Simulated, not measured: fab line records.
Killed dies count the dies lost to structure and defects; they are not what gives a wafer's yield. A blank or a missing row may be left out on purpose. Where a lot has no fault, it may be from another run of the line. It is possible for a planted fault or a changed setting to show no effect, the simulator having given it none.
Lot-split experiment + flow n5 finfet + 21 wafers read across 7 lots, on a route 1938 steps long

== SPLIT DETAILS ==
At N5_BEOL_M8_DESCUM_33 (chemistry O2, time 7 s), the setting time s was moved away from the recipe's 7 s on 6 of the 21 wafers read, by -21.7% to +21.9%. All remaining wafers had this setting at the recipe value.

The reading comes from the split's own step.

== THE READING ==
CAR-EUV_of_BEOL_M8_COAT_22.thk nm (the simulator's own value, which no gauge read), in nm, at N5_BEOL_M8_DESCUM_33 (chemistry O2, time 7 s). The file gives no usual value for it. Average 26.1 nm, standard deviation 0.098 nm, over the 15 wafers here run with the recipe.

| wafer  | tool, chamber at the split | time s as run, s | against the recipe | CAR-EUV_of_BEOL_M8_COAT_22.thk nm, nm | against lot-mates on the recipe |
|--------|----------------------------|------------------|--------------------|---------------------------------------|---------------------------------|
| L077.1 | rie diel-01, 3,0           | 7                | recipe             | 26                                    | -                               |
| L077.6 | rie diel-01, 3,0           | 7                | recipe             | 26                                    | -                               |
| L077.4 | rie diel-01, 2             | 5.791            | -17.3%             | 26.6                                  | +0.6                            |
| L079.3 | rie diel-02, 3,2           | 7                | recipe             | 26                                    | -                               |
| L079.6 | rie diel-02, 3,2           | 7                | recipe             | 26                                    | -                               |
| L079.5 | rie diel-02, 1             | 7                | recipe             | 26.2                                  | -                               |
| L080.2 | rie diel-02, 0             | 7                | recipe             | 26.2                                  | -                               |
| L080.3 | rie diel-02, 3,1           | 5.478            | -21.7%             | 27                                    | +0.8                            |
| L080.4 | rie diel-02, 3,1           | 5.478            | -21.7%             | 27                                    | +0.8                            |
| L083.3 | rie diel-02, 3             | 7                | recipe             | 26.2                                  | -                               |
| L083.5 | rie diel-02, 3             | 7                | recipe             | 26.2                                  | -                               |
| L083.4 | rie diel-02, 2             | 8.535            | +21.9%             | 25.4                                  | -0.8                            |
| L085.1 | rie diel-01, 2             | 8.137            | +16.2%             | 25.4                                  | -0.6                            |
| L085.5 | rie diel-01, 2,3           | 7                | recipe             | 26                                    | -                               |
| L085.6 | rie diel-01, 2,3           | 7                | recipe             | 26                                    | -                               |
| L088.1 | rie diel-02, 2             | 7                | recipe             | 26                                    | -                               |
| L088.5 | rie diel-02, 2,3           | 7                | recipe             | 26.2                                  | -                               |
| L088.6 | rie diel-02, 2,3           | 7                | recipe             | 26.2                                  | -                               |
| L090.1 | rie diel-04, 1             | 7.77             | +11.0%             | 25.6                                  | -0.4                            |
| L090.3 | rie diel-04, 0,3           | 7                | recipe             | 26                                    | -                               |
| L090.4 | rie diel-04, 0,3           | 7                | recipe             | 26                                    | -                               |
The file does not say which wafer passed through which chamber wherever a row lists several chambers: such a row stands for several wafers.

FIT RESULTS
A straight line over all 21 wafers: CAR-EUV_of_BEOL_M8_COAT_22.thk nm changes by -0.038 nm for each +1% of time s; r = -0.97; the points scatter about the line by 0.11 nm.
The same after taking each lot's own level away (the mean of its wafers on the recipe; 21 wafers): -0.0364 nm for each +1%; r = -0.99; scatter 0.053 nm.
On that fit, the largest move of time s shifts the reading by 0.8 nm.
The span of the lots' own levels, 26.00 to 26.20 nm, comes to 2.0 times the standard deviation stated above.
Hence the lot-to-lot level has little effect on the slope; both slopes agree.
Check: for one of the wafers moved furthest among these (+21.9%), held out of the fit, the line's prediction against its lot-mates is -0.8 nm. Against them it came out at -0.8 nm.

== OTHER SPLITS APPLIED TO THESE WAFERS ==
These wafers also went through other splits before the reading. Each is held against what the fit with the lots' levels taken away leaves over:
| other split on the same wafers | wafers away from the commonest value | r with CAR-EUV_of_BEOL_M8_COAT_22.thk nm (lot level and that fit taken away) |
|--------------------------------|--------------------------------------|------------------------------------------------------------------------------|
| N5_BEOL_M3_ILD_DEP_00 time s   | 7                                    | -0.25                                                                        |
| N5_BEOL_M3_COAT_05 spin rpm    | 2                                    | +0.00                                                                        |
| N5_BEOL_M4_COAT_62 spin rpm    | 6                                    | +0.09                                                                        |
| N5_BEOL_M5_COAT_71 spin rpm    | 4                                    | -0.13                                                                        |
| N5_BEOL_M7_PECVD_70 time s     | 5                                    | +0.10                                                                        |
| N5_BEOL_M7_COAT_05 spin rpm    | 5                                    | -0.06                                                                        |
| N5_BEOL_M7_ETCH_61 source w    | 6                                    | -0.24                                                                        |

== THE FILE'S OWN FIT ==
CAR-EUV_of_BEOL_M8_COAT_22.thk nm changes by -0.0363 nm for each +1% of time s, r = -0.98.
